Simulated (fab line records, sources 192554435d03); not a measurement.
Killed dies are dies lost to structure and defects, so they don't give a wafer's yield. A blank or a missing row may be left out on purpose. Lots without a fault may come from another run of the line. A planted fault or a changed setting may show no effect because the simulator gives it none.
fab line records | flow n5_finfet
record lots=6 wafers=18 last_day=17
route steps=1938 shown BEOL_M5@1129
lots that met no fault: from a run of the same line without faults
start_h: hours from the record's first day to the start of the lot's first wafer shown | wait_h: hours since the lot's step before | " the same as in the row above | L1.1+2: a row that stands for several wafers | - no value, or no start given | * or withheld: withheld | < > ~ a bound
route shown NAME@n: a module of which the file shows steps, and the number in the route of the first | usual: mean/standard deviation of fault-free wafers | same: alike in all rows | chamber/n: place in a boat | sites: the reading at each site | _std_site: their standard deviation | _edge_site: outer sites' mean less inner sites' | radius_mm: how far each site lies from the wafer's centre | mask NAME#n: copy n | behind: the tool/chamber that last shaped the wafer | hold: why the lot was held/for how many hours/how that ended | device: the transistor (n, p or np) that didn't switch | end of line: the same wafers' tests at the end of the route | a step without rows: its recipe alone | killed: dies lost to structure and defects at the first sort, not the wafer's yield | map: a wafer's dies, x killed, . not, _ none there
set.NAME: the setting as run; set.NAME@STEP: as run at that earlier step | model.NAME: the simulator's own value behind a step, which no gauge read
lots at some steps of the route; a table a step, a row a wafer
services: from which hour (start_h, from the record's first day; less than 0 if before it) a tool's chamber was out of use, for how many hours, and why
## steps
# step N5_BEOL_M5_DESCUM_16
# recipe chemistry=O2 time_s=7 source_power_w=50 bias_power_w=20 pressure_mtorr=20 rf_frequency_hz=2.712e+07 temp_c=40 resist=CAR-EUV o2_flow_sccm=225
# usual drypump_motor_current_A=5.8/0.42 oes_product_au=0.80/0.081 rf_fwd_power_W=49.28/0.25 rf_vpp_V=242.9/1.5 showerhead_plenum_p_Torr=2.08/0.08 temp_c=39.99/0.11 throttle_valve_pct=20.47/0.25
# columns lot.wafer tool chamber start_h wait_h drypump_motor_current_A oes_product_au rf_fwd_power_W rf_hours_counter_h rf_vpp_V showerhead_plenum_p_Torr temp_c throttle_valve_pct
L958.1 rie_diel-03 0 233.62 0.4 5.4 0.70 49.63 202 242.6 2.10 39.93 21.02
L958.2 " 1 " " 5.8 0.93 49.09 17 243.7 2.14 39.68 20.26
L958.3 " 3 " " 6.3 0.79 49.18 119 245.0 2.19 39.78 20.48
L959.1 rie_diel-04 2 255.65 0.2 5.5 0.93 49.30 19 244.7 2.16 40.04 20.50
L959.3 " 1 " " 6.2 0.78 49.11 121 243.0 2.08 39.81 20.22
L959.5 " 0 " " 6.4 0.75 49.49 - 241.2 1.93 39.92 20.58
L965.3 rie_diel-04 0 274.14 0.3 6.3 0.75 49.44 140 240.2 1.93 40.29 20.59
L965.4 " 3 " " 6.0 0.90 49.08 32 241.2 2.05 40.02 20.36
L965.6 " 1 " " 6.2 0.77 49.00 - 243.6 2.08 40.06 20.25
L967.2 rie_diel-03 2 283.33 0.3 5.7 0.81 49.60 84 243.7 2.11 39.99 20.42
L967.3 " 1 " " 5.8 0.90 49.02 29 244.7 2.13 39.78 20.29
L967.6 " 3 " " 6.3 0.78 49.11 - 244.2 2.18 39.87 20.48
L969.1 rie_diel-04 2 310.30 0.0 5.5 0.90 48.99 34 243.2 2.16 40.12 20.53
L969.4 " 1 " " 6.2 0.76 49.11 138 243.9 2.08 39.98 20.27
L969.5 " 1 " " 6.2 0.77 49.15 - 242.9 2.08 40.03 20.27
L970.1 rie_diel-02 3 316.25 0.0 5.5 0.70 49.41 204 242.3 2.08 39.91 20.60
L970.3 " 2 " " 5.8 0.96 49.75 11 242.4 2.04 39.96 20.01
L970.6 " 0 " " 5.0 0.74 49.14 - 239.6 1.91 40.13 20.61
# step N5_BEOL_M5_ETCH_72
# recipe chemistry=N2/H2 target=underlayer target_depth_a=65 mask_material=CAR-EUV time_s=5.2 ion_energy_ev=200 pressure_mtorr=30 source_w=840 bias_w=150 n2_flow_sccm=200 h2_flow_sccm=200 ends=cleared
# usual drypump_motor_current_A=5.8/0.42 etch_rf_on_time_s=5.19/0.1 oes_product_au=0.68/0.064 rf_fwd_power_W=819.0/2.6 rf_vpp_V=523/3 showerhead_plenum_p_Torr=2.53/0.095 throttle_valve_pct=17.88/0.2
# columns lot.wafer tool chamber start_h wait_h drypump_motor_current_A etch_rf_on_time_s oes_product_au rf_fwd_power_W rf_hours_counter_h rf_vpp_V showerhead_plenum_p_Torr throttle_valve_pct
L958.1 rie_diel-03 0 233.65 0.0 5.4 5.18 0.60 816.2 202 524 2.52 18.32
L958.2 " 1 " " 5.8 4.96 0.79 814.8 17 526 2.61 17.81
L958.3 " 3 " " 6.3 5.25 0.67 822.4 119 529 2.66 17.83
L959.1 rie_diel-04 2 255.68 0.0 5.5 5.29 0.77 817.3 19 525 2.59 17.68
L959.3 " 1 " " 6.2 5.03 0.67 825.4 121 524 2.56 17.83
L959.5 " 0 " " 6.3 5.36 0.64 820.0 - 517 2.34 17.91
L965.3 rie_diel-04 0 274.18 0.0 6.4 5.29 0.64 820.9 140 518 2.33 17.91
L965.4 " 3 " " 6.0 5.04 0.76 819.3 32 522 2.48 17.66
L965.6 " 1 " " 6.2 5.02 0.66 818.9 - 523 2.56 17.85
L967.2 rie_diel-03 2 283.36 0.0 5.7 5.25 0.69 820.0 84 524 2.57 17.86
L967.3 " 1 " " 5.8 4.99 0.77 817.1 29 525 2.61 17.83
L967.6 " 3 " " 6.3 5.34 0.66 817.5 - 528 2.66 17.85
L969.1 rie_diel-04 2 310.33 0.0 5.5 5.23 0.75 817.0 34 526 2.58 17.69
L969.4 " 1 " " 6.2 5.01 0.66 816.7 138 523 2.55 17.86
L969.5 " 1 " " 6.2 5.02 0.65 820.1 - 525 2.55 17.85
L970.1 rie_diel-02 3 316.28 0.0 5.5 5.21 0.59 824.2 204 522 2.51 17.90
L970.3 " 2 " " 5.8 5.09 0.82 820.9 11 525 2.51 17.58
L970.6 " 0 " " 5.0 5.20 0.64 817.4 - 518 2.34 18.08
# step N5_BEOL_M5_ETCH_61
# recipe chemistry=CF4 target=SiARC target_depth_a=156 mask_material=CAR-EUV time_s=26 ion_energy_ev=80 pressure_mtorr=40 source_w=545 bias_w=36 Ar_flow_sccm=100 cf4_flow_sccm=100 ends=cleared
# step N5_BEOL_M5_ETCH_62
# recipe chemistry=N2/H2 target=SOC target_depth_a=750 overetch_a=150 mask_material=SiARC temp_c=40 time_s=112.5 ion_energy_ev=200 pressure_mtorr=30 source_w=840 bias_w=150 n2_flow_sccm=200 h2_flow_sccm=200
# usual drypump_motor_current_A=5.8/0.42 oes_product_au=0.63/0.057 rf_fwd_power_W=836.1/2.7 rf_vpp_V=523.4/2.8 showerhead_plenum_p_Torr=2.53/0.095 temp_c=40.01/0.12 throttle_valve_pct=17.84/0.2
# columns lot.wafer tool chamber start_h wait_h drypump_motor_current_A oes_product_au rf_fwd_power_W rf_hours_counter_h rf_vpp_V showerhead_plenum_p_Torr temp_c throttle_valve_pct
L958.1 rie_diel-03 0 233.70 0.0 5.4 0.56 840.0 202 524.6 2.52 40.02 18.29
L958.2 " 1 " " 5.8 0.72 833.4 17 525.0 2.61 39.87 17.78
L958.3 " 3 " " 6.3 0.64 835.6 119 525.9 2.66 39.93 17.78
L959.1 rie_diel-04 2 255.73 0.0 5.5 0.71 837.2 19 526.1 2.59 39.85 17.64
L959.3 " 1 " " 6.2 0.62 833.6 121 524.0 2.56 40.16 17.79
L959.5 " 0 " " 6.4 0.60 835.3 - 517.7 2.34 40.00 17.88
L965.3 rie_diel-04 0 274.22 0.0 6.4 0.61 833.1 140 518.3 2.33 40.07 17.89
L965.4 " 3 " " 6.0 0.70 834.8 32 522.7 2.48 39.94 17.60
L965.6 " 1 " " 6.2 0.61 832.0 - 525.1 2.56 40.16 17.80
L967.2 rie_diel-03 2 283.41 0.0 5.7 0.64 836.0 84 524.0 2.57 39.90 17.82
L967.3 " 1 " " 5.8 0.70 834.3 29 526.4 2.61 39.94 17.79
L967.6 " 3 " " 6.3 0.62 836.2 - 527.9 2.66 39.99 17.80
L969.1 rie_diel-04 2 310.38 0.0 5.5 0.69 840.5 34 524.9 2.58 40.14 17.67
L969.4 " 1 " " 6.2 0.60 840.8 138 522.9 2.55 39.80 17.81
L969.5 " 1 " " 6.2 0.60 839.8 - 522.9 2.55 40.05 17.82
L970.1 rie_diel-02 3 316.33 0.0 5.4 0.55 835.0 204 522.5 2.51 40.16 17.86
L970.3 " 2 " " 5.8 0.76 838.6 11 522.1 2.51 39.76 17.54
L970.6 " 0 " " 5.0 0.59 834.3 - 517.6 2.34 40.11 18.06
# step N5_BEOL_M5_STRIP_63
# recipe chemistry=N2/H2 temp_c=40 n2_flow_sccm=200 h2_flow_sccm=200 rf_frequency_hz=6e+07
# step N5_BEOL_M5_STRIP_73
# recipe chemistry=N2/H2 temp_c=40 n2_flow_sccm=200 h2_flow_sccm=200 rf_frequency_hz=6e+07
# step N5_BEOL_M5_STRIP_64
# recipe chemistry=CF4 resist=SiARC power_w=300 bias_power_w=75 pressure_mtorr=50 cf4_flow_sccm=150 rf_frequency_hz=6e+07
# step N5_BEOL_M5_HM_OPEN_17
# recipe chemistry=Cl2/BCl3 target_depth_a=200 overetch_a=60 target=TiN mask_material=SOC ion_energy_ev=150 pressure_mtorr=10 icp_w=1000 bias_w=126 Cl2_flow_sccm=53.25 bcl3_flow_sccm=21.75 Ar_flow_sccm=25
# usual drypump_motor_current_A=5.9/0.59 oes_product_au=0.71/0.071 rf_fwd_power_W=994/3.7 throttle_valve_pct=22.0/0.35
# columns lot.wafer tool chamber start_h wait_h drypump_motor_current_A oes_product_au rf_fwd_power_W rf_hours_counter_h throttle_valve_pct
L958.1 rie_metal-01 0 233.86 0.0 4.7 0.76 994 13 22.1
L958.2 " 1 " " 6.3 0.82 996 3 21.4
L958.3 " 0 " " 4.7 0.76 993 - 22.1
L959.1 rie_metal-03 0 255.89 0.0 6.4 0.73 994 18 22.1
L959.3 " 0 " " 6.3 0.75 994 - 22.1
L959.5 " 0 " " 6.3 0.73 995 - 22.1
L965.3 rie_metal-02 1 274.42 0.1 6.0 0.66 991 - 22.5
L965.4 " 0 " " 5.6 0.60 993 - 22.0
L965.6 " 0 " " 5.6 0.60 1001 - 22.0
L967.2 rie_metal-01 1 283.58 0.0 6.3 0.79 996 6 21.4
L967.3 " 1 " " 6.3 0.78 994 - 21.4
L967.6 " 1 " " 6.2 0.79 993 - 21.4
L969.1 rie_metal-03 0 310.54 0.0 6.3 0.73 995 23 22.1
L969.4 " 1 " " 6.4 0.68 995 - 22.1
L969.5 " 0 " " 6.3 0.73 992 - 22.0
L970.1 rie_metal-03 0 316.49 0.0 6.4 0.72 995 23 22.1
L970.3 " 1 " " 6.4 0.70 999 - 22.1
L970.6 " 1 " " 6.4 0.69 993 - 22.1
# step N5_BEOL_M5_STRIP_19
# recipe chemistry=O2 power_w=400 temp_c=40 pressure_mtorr=30 rf_frequency_hz=6e+07 bias_power_w=0 overash_fraction=0.2 o2_flow_sccm=225
# usual drypump_motor_current_A=5.6/0.41 oes_product_au=0.80/0.088 rf_vpp_V=3.7/0.48 showerhead_plenum_p_Torr=2.08/0.077 temp_c=40.00/0.11 throttle_valve_pct=16.70/0.25
# columns lot.wafer tool chamber start_h wait_h drypump_motor_current_A oes_product_au rf_hours_counter_h rf_vpp_V showerhead_plenum_p_Torr temp_c throttle_valve_pct
L958.1 rie_diel-02 3 234.12 0.2 5.4 0.71 178 3.9 2.10 40.00 16.79
L958.2 " 0 " " 5.0 0.77 164 4.0 1.93 40.00 16.82
L958.3 " 1 " " 5.2 0.89 37 3.6 2.05 40.08 16.31
L959.1 rie_diel-03 3 256.11 0.2 6.3 0.79 125 3.3 2.19 39.99 16.74
L959.3 " 1 " " 5.8 0.91 23 4.5 2.14 40.08 16.49
L959.5 " 0 " " 5.4 0.71 - 3.3 2.10 40.06 17.23
L965.3 rie_diel-03 3 274.51 0.1 6.3 0.78 130 4.7 2.19 39.92 16.76
L965.4 " 0 " " 5.4 0.69 211 3.4 2.10 40.08 17.23
L965.6 " 2 " " 5.7 0.81 - 3.9 2.12 39.90 16.68
L967.2 rie_diel-02 1 283.70 0.1 5.2 0.85 55 4.3 2.05 40.21 16.36
L967.3 " 0 " " 5.0 0.76 180 4.0 1.92 39.93 16.84
L967.6 " 1 " " 5.2 0.85 - 4.2 2.05 40.04 16.35
L969.1 rie_diel-03 1 310.66 0.1 5.8 0.88 38 3.5 2.13 39.96 16.53
L969.4 " 0 " " 5.4 0.70 222 3.9 2.09 40.04 17.26
L969.5 " 2 " " 5.7 0.80 - 3.5 2.11 40.06 16.70
L970.1 rie_diel-02 0 316.61 0.1 5.0 0.75 191 3.1 1.92 40.04 16.86
L970.3 " 3 " " 5.4 0.70 204 4.0 2.09 40.12 16.85
L970.6 " 1 " " 5.2 0.84 - 3.0 2.04 39.96 16.38
# step N5_BEOL_M5_CD_MEAS_18
# recipe pitch_nm=56 target_cd_nm=28
# usual cd_nm=28.0/0.35
# columns lot.wafer tool chamber start_h wait_h cd_nm
L958.1 cd_sem-02 - 234.19 0.0 27.3
L958.2 " - " " 27.9
L958.3 " - " " 27.7
L959.1 cd_sem-03 - 256.18 0.1 28.3
L959.3 " - " " 28.7
L959.5 " - " " 27.9
L965.3 cd_sem-01 - 274.59 0.1 27.6
L965.4 " - " " 28.3
L965.6 " - " " 28.7
L967.2 cd_sem-01 - 283.77 0.1 28.2
L967.3 " - " " 27.6
L967.6 " - " " 28.0
L969.1 cd_sem-03 - 310.73 0.0 28.2
L969.4 " - " " 28.4
L969.5 " - " " 28.4
L970.1 cd_sem-02 - 316.67 0.0 28.0
L970.3 " - " " 28.0
L970.6 " - " " 28.5
# step N5_BEOL_M5_COAT_65
# recipe resist=SOC temp_c=250 time_s=60 spin_rpm=1500 resist_thk_nm=60
# step N5_BEOL_M5_COAT_66
# recipe resist=SiARC temp_c=220 time_s=60 spin_rpm=1500 resist_thk_nm=12
# step N5_BEOL_M5_COAT_74
# recipe resist=underlayer temp_c=205 time_s=60 spin_rpm=1500 resist_thk_nm=5
# usual heater_power_total_W=391.4/1.3 plate_temp_C=204.99/0.18
# columns lot.wafer tool chamber start_h wait_h heater_power_total_W plate_temp_C
L958.1 litho_track-05 0 235.18 - 393.0 204.57
L958.2 " 0 " " 389.6 204.66
L958.3 " 0 " " 393.1 204.71
L959.1 litho_track-04 0 256.49 - 390.3 204.89
L959.3 " 0 " " 391.2 204.81
L959.5 " 0 " " 393.5 205.04
L965.3 litho_track-03 0 281.61 - 393.5 204.99
L965.4 " 0 " " 390.4 205.20
L965.6 " 0 " " 390.0 205.19
L967.2 litho_track-04 0 283.84 - 389.2 202.68
L967.3 " 0 " " 387.1 203.03
L967.6 " 0 " " 386.7 202.80
L969.1 litho_track-04 0 311.27 - 387.4 202.94
L969.4 " 0 " " 388.8 202.79
L969.5 " 0 " " 387.8 202.82
L970.1 litho_track-03 0 317.94 - 389.6 205.20
L970.3 " 0 " " 392.1 205.00
L970.6 " 0 " " 389.5 205.25
# step N5_BEOL_M5_COAT_22
# recipe resist=CAR-EUV spin_rpm=1500 resist_thk_nm=30
## services
# columns tool chamber start_h hours kind
rie_diel-03 0 239.43 7.2 repair
litho_track-04 - 257.54 - consumable_replace:filter
rie_diel-02 0 259.82 6.2 repair
rie_diel-02 2 266.34 - clean
rie_diel-02 2 266.34 - consumable_replace:focus_ring
rie_diel-02 2 266.34 18.4 scheduled_down
rie_diel-02 2 266.34 18.4 vent_cycle
rie_diel-04 2 277.56 5.6 repair
rie_metal-02 1 281.50 1.1 repair
## key
first_sign step=N5_BEOL_M5_COAT_74 reading=plate_temp_C direction=down sigmas=12 usual=* struck=*
effect step=N5_BEOL_M5_COAT_74 reading=heater_power_total_W direction=down sigmas=2.8 usual=* struck=*
met_at N5_BEOL_M5_COAT_74
struck_wafers L967.2,L967.3,L967.6,L969.1,L969.4,L969.5
onset_between 256.49 283.84
fault kind=process_parameter_drift tool=litho_track-04 chamber=- onset_h=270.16 steps=N5_BEOL_M5_COAT_74 channel=temp_c offset=* shape=step end_h=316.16 acts_in=* stated=*
